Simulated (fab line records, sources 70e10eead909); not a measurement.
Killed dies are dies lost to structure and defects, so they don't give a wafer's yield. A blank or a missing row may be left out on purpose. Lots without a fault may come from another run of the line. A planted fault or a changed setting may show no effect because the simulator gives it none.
fab line records | flow nand_harc
record lots=24 wafers=72 last_day=33
route steps=1302 shown A_CONTACT@1054 A_BLC@1128 A_M0@1147
lots that met no fault: from a run of the same line without faults
start_h: hours from the record's first day to the start of the lot's first wafer shown | wait_h: hours since the lot's step before | " the same as in the row above | L1.1+2: a row that stands for several wafers | - no value, or no start given | * or withheld: withheld | < > ~ a bound
route shown NAME@n: a module of which the file shows steps, and the number in the route of the first | usual: mean/standard deviation of fault-free wafers | same: alike in all rows | chamber/n: place in a boat | sites: the reading at each site | _std_site: their standard deviation | _edge_site: outer sites' mean less inner sites' | radius_mm: how far each site lies from the wafer's centre | mask NAME#n: copy n | behind: the tool/chamber that last shaped the wafer | hold: why the lot was held/for how many hours/how that ended | device: the transistor (n, p or np) that didn't switch | end of line: the same wafers' tests at the end of the route | a step without rows: its recipe alone | killed: dies lost to structure and defects at the first sort, not the wafer's yield | map: a wafer's dies, x killed, . not, _ none there
set.NAME: the setting as run; set.NAME@STEP: as run at that earlier step | model.NAME: the simulator's own value behind a step, which no gauge read
steps of the route over a sample of lots; a table a step, a row a wafer
services: from which hour (start_h, from the record's first day; less than 0 if before it) a tool's chamber was out of use, for how many hours, and why
## steps
# step NHARC_A_CONTACT_ETCH_131
# recipe source_w=withheld pressure_mtorr=20 bias_v=3000 time_s=197 target_depth_a=19180 ar_flow_sccm=withheld c4f8_flow_sccm=withheld o2_flow_sccm=withheld chemistry=C4F8/O2/Ar
# columns lot.wafer tool chamber start_h wait_h rf_hours_counter_h
L074.3 har_cap_etch-03 1 514.96 0.2 -
L074.4 " 0 " " -
L074.5 " 0 " " -
L075.4 har_cap_etch-02 1 517.89 0.1 -
L075.3 " 0 " " -
L075.6 " 1 " " -
L076.1 har_cap_etch-01 1 526.53 0.1 3
L076.2 " 0 " " 3
L076.5 " 0 " " -
L078.1 har_cap_etch-03 0 537.96 0.1 49
L078.3 " 1 " " -
L078.6 " 0 " " -
L077.2 har_cap_etch-01 1 540.40 0.2 7
L077.4 " 1 " " -
L077.3 " 0 " " -
L080.1 har_cap_etch-03 1 562.83 0.1 52
L080.2 " 0 " " 52
L080.4 " 0 " " -
L079.1 har_cap_etch-02 0 566.68 0.1 94
L079.3 " 0 " " -
L079.4 " 1 " " -
L081.2 har_cap_etch-03 1 579.41 0.1 56
L081.3 " 1 " " -
L081.6 " 1 " " -
L082.2 har_cap_etch-01 0 586.73 0.1 16
L082.3 " 1 " " -
L082.5 " 0 " " -
L083.3 har_cap_etch-03 1 588.29 0.1 -
L083.4 " 0 " " -
L083.6 " 0 " " -
L084.2 har_cap_etch-03 0 603.26 0.1 61
L084.3 " 0 " " -
L084.5 " 0 " " -
L085.2 har_cap_etch-01 0 608.76 0.1 22
L085.5 " 0 " " -
L085.6 " 1 " " -
L086.2 har_cap_etch-02 1 622.12 0.1 106
L086.1 " 0 " " 106
L086.6 " 0 " " -
L087.1 har_cap_etch-03 1 623.71 0.1 65
L087.4 " 1 " " -
L087.5 " 0 " " -
L088.2 har_cap_etch-01 1 642.68 0.1 27
L088.3 " 0 " " -
L088.6 " 1 " " -
L089.4 har_cap_etch-02 0 644.84 0.3 -
L089.6 " 0 " " -
L089.5 " 1 " " -
L090.1 har_cap_etch-01 0 663.49 0.2 31
L090.3 " 1 " " -
L090.5 " 1 " " -
L091.1 har_cap_etch-02 1 666.82 0.1 113
L091.5 " 0 " " -
L091.6 " 1 " " -
L092.2 har_cap_etch-01 0 695.22 0.1 34
L092.5 " 0 " " -
L092.6 " 1 " " -
L093.1 har_cap_etch-02 0 696.10 0.1 117
L093.2 " 1 " " 117
L093.5 " 1 " " -
L094.2 har_cap_etch-02 0 711.68 0.1 120
L094.5 " 0 " " -
L094.6 " 1 " " -
L095.2 har_cap_etch-03 0 714.67 0.1 81
L095.1 " 1 " " 81
L095.4 " 1 " " -
L096.2 har_cap_etch-03 0 724.33 0.1 82
L096.4 " 0 " " -
L096.6 " 0 " " -
L097.4 har_cap_etch-02 0 730.83 0.2 -
L097.3 " 1 " " -
L097.5 " 0 " " -
# step NHARC_A_CONTACT_ETCH_136
# recipe source_w=withheld pressure_mtorr=20 bias_v=1200 time_s=311 target_depth_a=19120 ar_flow_sccm=withheld c4f8_flow_sccm=withheld o2_flow_sccm=withheld chemistry=C4F8/O2/Ar
# columns lot.wafer tool chamber start_h wait_h rf_hours_counter_h
L074.4 har_cap_etch-03 0 521.59 0.2 -
L074.3 " 1 " " -
L074.5 " 1 " " -
L075.3 har_cap_etch-02 0 526.94 0.2 -
L075.4 " 1 " " -
L075.6 " 0 " " -
L076.2 har_cap_etch-02 0 533.17 0.2 89
L076.1 " 1 " " 89
L076.5 " 1 " " -
L078.1 har_cap_etch-02 1 544.47 0.2 90
L078.3 " 1 " " -
L078.6 " 1 " " -
L077.2 har_cap_etch-03 0 547.13 0.2 50
L077.4 " 1 " " -
L077.3 " 0 " " -
L080.1 har_cap_etch-03 0 572.54 0.2 53
L080.2 " 1 " " 53
L080.4 " 1 " " -
L079.1 har_cap_etch-03 1 577.03 0.2 54
L079.4 " 1 " " -
L079.3 " 0 " " -
L081.2 har_cap_etch-02 1 587.34 0.2 98
L081.3 " 0 " " -
L081.6 " 1 " " -
L082.2 har_cap_etch-03 1 595.66 0.2 59
L082.3 " 0 " " -
L082.5 " 0 " " -
L083.3 har_cap_etch-01 0 597.58 0.2 -
L083.4 " 1 " " -
L083.6 " 1 " " -
L084.2 har_cap_etch-02 0 609.94 0.2 104
L084.3 " 0 " " -
L084.5 " 0 " " -
L085.2 har_cap_etch-01 0 619.42 0.2 23
L085.5 " 1 " " -
L085.6 " 0 " " -
L086.2 har_cap_etch-03 0 630.29 0.2 66
L086.1 " 1 " " 66
L086.6 " 1 " " -
L087.1 har_cap_etch-03 1 631.91 0.2 68
L087.4 " 1 " " -
L087.5 " 0 " " -
L088.2 har_cap_etch-03 0 649.25 0.2 69
L088.3 " 0 " " -
L088.6 " 1 " " -
L089.4 har_cap_etch-02 0 653.06 0.3 -
L089.5 " 1 " " -
L089.6 " 0 " " -
L090.1 har_cap_etch-03 1 670.86 0.2 73
L090.3 " 1 " " -
L090.5 " 1 " " -
L091.1 har_cap_etch-01 0 676.20 0.2 32
L091.6 " 0 " " -
L091.5 " 1 " " -
L092.2 har_cap_etch-02 1 702.55 0.2 118
L092.5 " 0 " " -
L092.6 " 1 " " -
L093.1 har_cap_etch-03 1 703.40 0.2 79
L093.2 " 0 " " 79
L093.5 " 0 " " -
L094.2 har_cap_etch-01 1 720.01 0.2 40
L094.5 " 0 " " -
L094.6 " 1 " " -
L095.2 har_cap_etch-01 1 723.38 0.2 41
L095.1 " 0 " " 41
L095.4 " 1 " " -
L096.2 har_cap_etch-01 0 730.86 0.2 42
L096.4 " 0 " " -
L096.6 " 0 " " -
L097.3 har_cap_etch-03 0 738.61 0.2 -
L097.4 " 1 " " -
L097.5 " 1 " " -
# step NHARC_A_BLC_DEGAS_30
# recipe temp_c=300 time_s=60
# usual heater_power_w=449/55
# columns lot.wafer tool chamber start_h wait_h heater_power_w
L074.4 pvd_sputter-01 - 527.70 - 399
L074.3 " - " " 363
L074.5 " - " " 470
L075.3 pvd_sputter-01 - 533.32 - 483
L075.4 " - " " 468
L075.6 " - " " 421
L076.2 pvd_sputter-03 - 539.50 - 475
L076.1 " - " " 540
L076.5 " - " " 407
L078.1 pvd_sputter-03 - 551.03 - 547
L078.3 " - " " 408
L078.6 " - " " 553
L077.2 pvd_sputter-02 - 553.37 - 479
L077.4 " - " " 372
L077.3 " - " " 440
L080.1 pvd_sputter-01 - 579.75 - 456
L080.2 " - " " 400
L080.4 " - " " 361
L079.3 pvd_sputter-02 - 583.19 - 477
L079.1 " - " " 369
L079.4 " - " " 410
L081.3 pvd_sputter-01 - 593.46 - 482
L081.2 " - " " 413
L081.6 " - " " 471
L082.3 pvd_sputter-03 - 602.01 - 407
L082.2 " - " " 515
L082.5 " - " " 500
L083.4 pvd_sputter-02 - 603.79 - 454
L083.3 " - " " 376
L083.6 " - " " 416
L084.2 pvd_sputter-03 - 616.18 - 416
L084.3 " - " " 555
L084.5 " - " " 517
L085.2 pvd_sputter-01 - 625.55 - 469
L085.6 " - " " 359
L085.5 " - " " 464
L086.2 pvd_sputter-02 - 636.45 - 457
L086.1 " - " " 474
L086.6 " - " " 442
L087.1 pvd_sputter-02 - 638.17 - 483
L087.4 " - " " 359
L087.5 " - " " 490
L088.3 pvd_sputter-03 - 655.69 - 473
L088.2 " - " " 566
L088.6 " - " " 550
L089.4 pvd_sputter-03 - 659.60 - 557
L089.5 " - " " 516
L089.6 " - " " 482
L090.3 pvd_sputter-02 - 676.99 - 404
L090.1 " - " " 485
L090.5 " - " " 400
L091.1 pvd_sputter-01 - 682.59 - 403
L091.6 " - " " 359
L091.5 " - " " 491
L092.2 pvd_sputter-01 - 708.76 - 369
L092.6 " - " " 361
L092.5 " - " " 483
L093.2 pvd_sputter-01 - 709.72 - 357
L093.1 " - " " 462
L093.5 " - " " 479
L094.2 pvd_sputter-01 - 726.63 - 360
L094.6 " - " " 365
L094.5 " - " " 480
L095.1 pvd_sputter-03 - 729.82 - 487
L095.4 " - " " 399
L095.2 " - " " 525
L096.2 pvd_sputter-01 - 737.24 - 466
L096.4 " - " " 477
L096.6 " - " " 462
L097.3 pvd_sputter-03 - 744.84 - 401
L097.4 " - " " 523
L097.5 " - " " 531
# step NHARC_A_BLC_ALD_23
# recipe target_thk_a=30 pulse_time_s=1 ald_cycles=150 temp_c=450 material=TiN
# usual heater_power_outer_w=712/67 heater_power_w=1082/120 precursor_pulse_height_rel=0.999/0.02
# columns lot.wafer tool chamber start_h wait_h heater_power_outer_w heater_power_w precursor_pulse_height_rel
L074.3 ald_metal-04 1 527.93 - 684 996 0.994
L074.4 " 2 " " 833 1320 0.982
L074.5 " 1 " " 668 1025 0.996
L075.4 ald_metal-04 3 533.57 - 748 1128 1.027
L075.3 " 0 " " 603 894 1.006
L075.6 " 2 " " 822 1343 1.003
L076.1 ald_metal-04 0 539.74 - 594 905 0.987
L076.2 " 2 " " 823 1324 0.993
L076.5 " 0 " " 597 887 1.037
L078.1 ald_metal-02 3 551.28 - 675 914 1.006
L078.3 " 0 " " 637 1018 1.011
L078.6 " 2 " " 635 1046 1.001
L077.2 ald_metal-04 1 553.63 - 675 1013 0.960
L077.4 " 2 " " 824 1309 1.037
L077.3 " 3 " " 736 1162 1.001
L080.1 ald_metal-04 0 580.00 - 585 882 0.974
L080.2 " 3 " " 723 1141 0.967
L080.4 " 0 " " 600 890 1.036
L079.1 ald_metal-04 3 583.43 - 739 1126 1.025
L079.3 " 1 " " 697 1015 0.957
L079.4 " 0 " " 603 880 1.016
L081.2 ald_metal-02 0 593.74 - 653 1050 0.991
L081.3 " 2 " " 640 1056 1.002
L081.6 " 3 " " 657 889 0.997
L082.3 ald_metal-04 0 602.25 - 616 885 0.968
L082.2 " 1 " " 677 998 0.996
L082.5 " 1 " " 693 994 1.011
L083.4 ald_metal-02 0 604.03 - 658 1018 0.992
L083.3 " 1 " " 807 1150 0.992
L083.6 " 1 " " 825 1114 1.006
L084.3 ald_metal-01 2 616.44 - 758 1220 1.004
L084.2 " 0 " " 717 1173 0.974
L084.5 " 2 " " 763 1195 1.005
L085.2 ald_metal-02 3 625.83 - 723 971 1.033
L085.5 " 1 " " 770 1101 0.985
L085.6 " 2 " " 659 1066 1.021
L086.2 ald_metal-01 1 636.70 - 806 1241 0.999
L086.1 " 3 " " 731 1011 0.977
L086.6 " 1 " " 775 1254 0.983
L087.4 ald_metal-04 3 638.40 - 734 1171 0.984
L087.1 " 1 " " 679 1005 1.041
L087.5 " 3 " " 749 1160 1.020
L088.2 ald_metal-02 3 655.95 - 706 971 1.028
L088.3 " 0 " " 649 1036 0.980
L088.6 " 2 " " 645 1053 0.960
L089.4 ald_metal-01 3 659.86 - 736 1019 0.955
L089.6 " 1 " " 794 1233 0.985
L089.5 " 2 " " 754 1199 0.977
L090.1 ald_metal-01 1 677.25 - 820 1241 0.992
L090.3 " 3 " " 738 985 1.007
L090.5 " 1 " " 807 1255 1.006
L091.1 ald_metal-02 1 682.80 - 751 1064 1.026
L091.5 " 1 " " 771 1088 0.995
L091.6 " 2 " " 641 1059 1.020
L092.2 ald_metal-04 1 709.00 - 685 1022 1.033
L092.6 " 1 " " 682 997 1.023
L092.5 " 2 " " 795 1285 1.040
L093.1 ald_metal-02 2 709.96 - 642 1055 1.012
L093.2 " 1 " " 765 1084 1.001
L093.5 " 3 " " 692 976 1.009
L094.2 ald_metal-01 0 726.93 - 727 1132 1.021
L094.6 " 1 " " 793 1203 1.000
L094.5 " 2 " " 763 1217 1.007
L095.4 ald_metal-04 1 730.08 - 674 1006 0.989
L095.2 " 2 " " 795 1279 1.023
L095.1 " 3 " " 779 1189 1.011
L096.4 ald_metal-02 0 737.51 - 658 1020 0.973
L096.2 " 2 " " 652 1053 1.039
L096.6 " 3 " " 709 987 1.008
L097.4 ald_metal-01 0 745.08 - 740 1143 0.957
L097.3 " 1 " " 794 1270 1.010
L097.5 " 1 " " 785 1209 1.011
# step NHARC_A_M0_CD_MEAS_09
# recipe target_cd_nm=80 landing_energy_ev=500
# usual cd_nm=79.7/0.86
# columns lot.wafer tool chamber start_h wait_h cd_nm
L074.3 cd_sem-03 0 530.06 - 78.3
L074.4 " 0 " " 77.5
L074.5 " 0 " " 78.9
L075.3 cd_sem-01 0 535.50 - 77.4
L075.4 " 0 " " 77.0
L075.6 " 0 " " 78.3
L076.1 cd_sem-03 0 541.76 - 78.6
L076.2 " 0 " " 80.5
L076.5 " 0 " " 80.5
L078.1 cd_sem-02 0 553.42 - 80.5
L078.3 " 0 " " 79.0
L078.6 " 0 " " 79.4
L077.2 cd_sem-02 0 555.66 - 80.7
L077.3 " 0 " " 79.3
L077.4 " 0 " " 79.0
L080.1 cd_sem-03 0 581.94 - 79.8
L080.2 " 0 " " 80.4
L080.4 " 0 " " 80.2
L079.1 cd_sem-01 0 585.51 - 79.8
L079.3 " 0 " " 81.0
L079.4 " 0 " " 80.2
L081.2 cd_sem-01 0 595.63 - 79.6
L081.3 " 0 " " 80.4
L081.6 " 0 " " 79.7
L082.2 cd_sem-02 0 604.30 - 78.0
L082.3 " 0 " " 78.1
L082.5 " 0 " " 79.3
L083.3 cd_sem-01 0 606.07 - 79.2
L083.4 " 0 " " 78.3
L083.6 " 0 " " 80.0
L084.2 cd_sem-01 0 618.48 - 79.1
L084.3 " 0 " " 80.0
L084.5 " 0 " " 79.7
L085.2 cd_sem-03 0 627.71 - 79.8
L085.5 " 0 " " 79.3
L085.6 " 0 " " 78.0
L086.1 cd_sem-03 0 638.74 - 80.2
L086.2 " 0 " " 78.9
L086.6 " 0 " " 80.3
L087.1 cd_sem-02 0 640.44 - 79.0
L087.4 " 0 " " 79.0
L087.5 " 0 " " 79.9
L088.2 cd_sem-03 0 657.98 - 80.7
L088.3 " 0 " " 80.3
L088.6 " 0 " " 79.8
L089.4 cd_sem-01 0 661.73 - 80.1
L089.5 " 0 " " 80.9
L089.6 " 0 " " 81.8
L090.1 cd_sem-01 0 679.27 - 79.0
L090.3 " 0 " " 79.6
L090.5 " 0 " " 79.4
L091.1 cd_sem-01 0 684.86 - 79.7
L091.5 " 0 " " 79.8
L091.6 " 0 " " 79.2
L092.2 cd_sem-02 0 711.07 - 79.9
L092.5 " 0 " " 78.7
L092.6 " 0 " " 78.3
L093.1 cd_sem-02 0 711.88 - 80.5
L093.2 " 0 " " 78.8
L093.5 " 0 " " 79.6
L094.2 cd_sem-02 0 728.78 - 81.3
L094.5 " 0 " " 80.5
L094.6 " 0 " " 79.2
L095.1 cd_sem-02 0 731.97 - 80.3
L095.2 " 0 " " 79.7
L095.4 " 0 " " 80.6
L096.2 cd_sem-02 0 739.53 - 80.1
L096.4 " 0 " " 79.9
L096.6 " 0 " " 79.9
L097.3 cd_sem-03 0 747.01 - 79.9
L097.4 " 0 " " 79.4
L097.5 " 0 " " 80.5
# step NHARC_A_M0_ETCH_34
# recipe target_depth_a=400 overetch_a=120 time_s=43.94 ion_energy_ev=200 n2_flow_sccm=150 h2_flow_sccm=150 ar_flow_sccm=0 rf_w=400 bias_w=150 chemistry=N2/H2
# usual drypump_motor_current_A=5.8/0.57 oes_product_au=0.997/0.015 rf_fwd_power_W=395.4/1.6 rf_vpp_V=430.3/2.1 showerhead_plenum_p_Torr=2.03/0.068 throttle_valve_pct=14.172/0.0088
# columns lot.wafer tool chamber start_h wait_h drypump_motor_current_A oes_product_au rf_fwd_power_W rf_hours_counter_h rf_vpp_V showerhead_plenum_p_Torr throttle_valve_pct
L074.4 rie_diel-06 0 530.33 0.1 6.4 0.964 395.1 2.5 427.9 1.92 14.182
L074.3 " 2 " " 6.7 0.988 398.9 2.8 426.9 1.97 14.171
L074.5 " 3 " " 6.6 0.995 395.1 - 429.6 2.05 14.180
L075.4 rie_diel-12 3 535.77 0.1 6.0 0.987 397.4 3.8 429.9 2.05 14.161
L075.3 " 1 " " 5.9 0.998 395.0 3.9 430.3 2.09 14.165
L075.6 " 2 " " 4.8 0.995 393.6 - 430.6 2.02 14.172
L076.2 rie_diel-12 1 542.03 0.1 5.9 0.994 395.5 4.3 430.8 2.09 14.180
L076.1 " 2 " " 4.8 0.993 394.4 4.1 430.3 2.02 14.170
L076.5 " 1 " " 5.9 1.017 394.9 - 431.3 2.09 14.173
L078.1 rie_diel-13 0 553.69 0.1 6.5 0.998 396.8 1.7 432.1 2.12 14.158
L078.3 " 1 " " 6.0 1.000 396.2 1.2 434.7 2.17 14.164
L078.6 " 0 " " 6.5 1.002 396.4 - 433.5 2.12 14.177
L077.2 rie_diel-13 0 555.93 0.1 6.6 0.994 396.6 1.8 433.3 2.12 14.167
L077.3 " 1 " " 6.1 1.007 395.6 1.3 434.6 2.17 14.175
L077.4 " 3 " " 5.7 0.985 393.5 2.1 430.9 2.02 14.188
L080.2 rie_diel-06 2 582.21 0.1 6.7 0.992 394.6 5.2 429.7 1.97 14.180
L080.1 " 0 " " 6.4 0.964 396.2 3.5 427.5 1.92 14.179
L080.4 " 1 " " 5.5 0.990 390.3 5.2 425.8 1.91 14.174
L079.1 rie_diel-12 2 585.78 0.1 4.8 0.988 393.8 6.5 430.3 2.02 14.170
L079.3 " 0 " " 5.0 0.999 393.8 6.7 427.9 1.98 14.185
L079.4 " 1 " " 5.8 1.013 394.8 6.9 433.0 2.09 14.174
L081.2 rie_diel-12 2 595.90 0.1 4.8 0.998 391.4 6.8 430.0 2.02 14.189
L081.3 " 0 " " 5.0 0.996 394.2 7.1 428.9 1.98 14.174
L081.6 " 2 " " 4.9 0.993 393.7 - 430.0 2.02 14.165
L082.2 rie_diel-06 2 604.58 0.1 6.7 0.996 396.0 5.9 427.5 1.97 14.162
L082.3 " 0 " " 6.5 0.972 395.8 4.7 427.0 1.92 14.175
L082.5 " 2 " " 6.7 0.998 397.4 - 429.2 1.97 14.160
L083.4 rie_diel-13 0 606.34 0.1 6.5 0.998 396.1 3.2 431.6 2.12 14.182
L083.3 " 1 " " 6.1 1.018 396.3 3.3 433.1 2.17 14.171
L083.6 " 3 " " 5.7 0.982 394.2 - 430.0 2.02 14.173
L084.2 rie_diel-12 1 618.74 0.1 5.8 1.018 394.8 9.2 432.5 2.09 14.168
L084.3 " 3 " " 6.0 0.997 396.0 7.8 431.4 2.05 14.197
L084.5 " 2 " " 4.9 0.989 394.0 - 430.6 2.02 14.161
L085.2 rie_diel-13 3 627.98 0.1 5.7 0.969 394.3 4.9 430.1 2.02 14.169
L085.5 " 2 " " 5.9 1.002 396.2 - 427.9 1.98 14.169
L085.6 " 3 " " 5.7 0.974 393.7 - 429.5 2.02 14.184
L086.2 rie_diel-12 1 639.03 0.1 5.8 1.019 395.2 0.1 429.9 2.09 14.168
L086.1 " 3 " " 6.0 1.017 397.7 0.2 430.3 2.05 14.158
L086.6 " 3 " " 6.0 1.007 398.7 - 430.5 2.05 14.170
L087.1 rie_diel-12 1 640.72 0.1 5.8 1.014 394.7 0.2 431.0 2.09 14.172
L087.4 " 1 " " 5.9 1.015 396.8 - 432.5 2.09 14.159
L087.5 " 0 " " 5.0 0.989 395.3 - 427.6 1.98 14.163
L088.2 rie_diel-12 3 658.26 0.1 6.0 1.001 397.9 1.1 430.5 2.05 14.165
L088.3 " 1 " " 5.9 1.006 394.7 1.0 432.4 2.09 14.177
L088.6 " 0 " " 5.0 0.978 393.2 - 427.6 1.98 14.165
L089.4 rie_diel-13 1 662.01 0.1 6.0 1.007 396.9 6.5 434.3 2.17 14.174
L089.5 " 2 " " 5.9 1.021 395.7 - 429.6 1.97 14.178
L089.6 " 3 " " 5.7 0.977 393.6 - 430.4 2.02 14.186
L090.3 rie_diel-12 1 679.57 0.1 5.9 1.005 395.2 1.9 432.3 2.09 14.181
L090.1 " 3 " " 6.0 1.019 398.1 2.0 429.6 2.05 14.177
L090.5 " 0 " " 5.0 0.988 393.9 - 429.2 1.98 14.166
L091.1 rie_diel-12 1 685.18 0.1 5.8 1.025 394.8 1.9 432.9 2.09 14.182
L091.5 " 3 " " 6.0 1.018 395.7 - 429.2 2.05 14.176
L091.6 " 1 " " 5.8 1.023 395.6 - 432.0 2.09 14.182
L092.2 rie_diel-12 1 711.37 0.1 5.9 1.010 395.1 3.4 434.1 2.09 14.174
L092.6 " 3 " " 6.0 0.996 394.4 - 429.6 2.05 14.185
L092.5 " 1 " " 5.9 1.012 395.0 - 432.2 2.09 14.176
L093.2 rie_diel-13 3 712.15 0.1 5.7 1.005 394.7 0.2 429.7 2.02 14.180
L093.1 " 0 " " 6.5 0.975 396.4 0.2 432.7 2.12 14.175
L093.5 " 3 " " 5.7 1.002 393.7 - 430.5 2.02 14.168
L094.2 rie_diel-13 1 729.54 0.6 6.0 0.992 397.7 2.5 432.2 2.16 14.169
L094.5 " 1 " " 6.0 0.994 399.4 - 432.5 2.16 14.173
L094.6 " 2 " " 5.9 0.991 395.7 - 429.1 1.97 14.157
L095.1 rie_diel-06 1 732.24 0.1 5.5 0.994 392.9 1.9 426.6 1.91 14.172
L095.4 " 3 " " 6.6 0.997 396.9 1.4 431.5 2.04 14.174
L095.2 " 0 " " 6.4 1.005 395.1 1.7 427.3 1.91 14.189
L096.2 rie_diel-12 0 739.80 0.1 5.0 0.975 393.8 4.8 429.6 1.98 14.175
L096.4 " 3 " " 6.0 1.009 396.6 4.9 431.6 2.05 14.184
L096.6 " 0 " " 5.0 0.979 397.9 - 428.5 1.98 14.172
L097.4 rie_diel-06 2 747.28 0.1 6.7 0.976 397.0 4.3 428.8 1.97 14.182
L097.3 " 3 " " 6.7 0.984 396.0 3.0 431.2 2.04 14.175
L097.5 " 3 " " 6.7 0.998 395.6 - 429.9 2.04 14.173
## services
# columns tool chamber start_h hours kind
har_cap_etch-01 - 497.00 17.0 pm
rie_diel-13 2 505.23 4.4 repair
rie_diel-13 - 519.04 9.0 pm
pvd_sputter-02 - 525.18 2.5 repair
pvd_sputter-03 - 526.03 10.0 pm
pvd_sputter-01 - 536.51 1.5 repair
pvd_sputter-03 - 562.72 8.9 repair
ald_metal-04 2 564.17 23.8 repair
ald_metal-04 0 566.02 5.7 repair
pvd_sputter-01 - 582.08 10.0 pm
pvd_sputter-01 - 599.27 1.2 repair
ald_metal-02 - 610.00 10.0 pm
pvd_sputter-01 - 622.01 3.0 repair
rie_diel-12 - 622.40 9.0 pm
pvd_sputter-03 - 637.22 10.8 repair
rie_diel-12 2 637.79 48.3 repair
ald_metal-04 - 652.02 10.0 pm
pvd_sputter-01 - 670.17 4.5 repair
rie_diel-12 - 693.60 1.7 repair
rie_diel-13 - 696.04 9.0 pm
pvd_sputter-03 - 704.03 10.0 pm
rie_diel-12 0 710.32 5.6 repair
pvd_sputter-03 - 714.56 0.5 repair
rie_diel-12 - 740.30 0.8 repair
## key
fault none
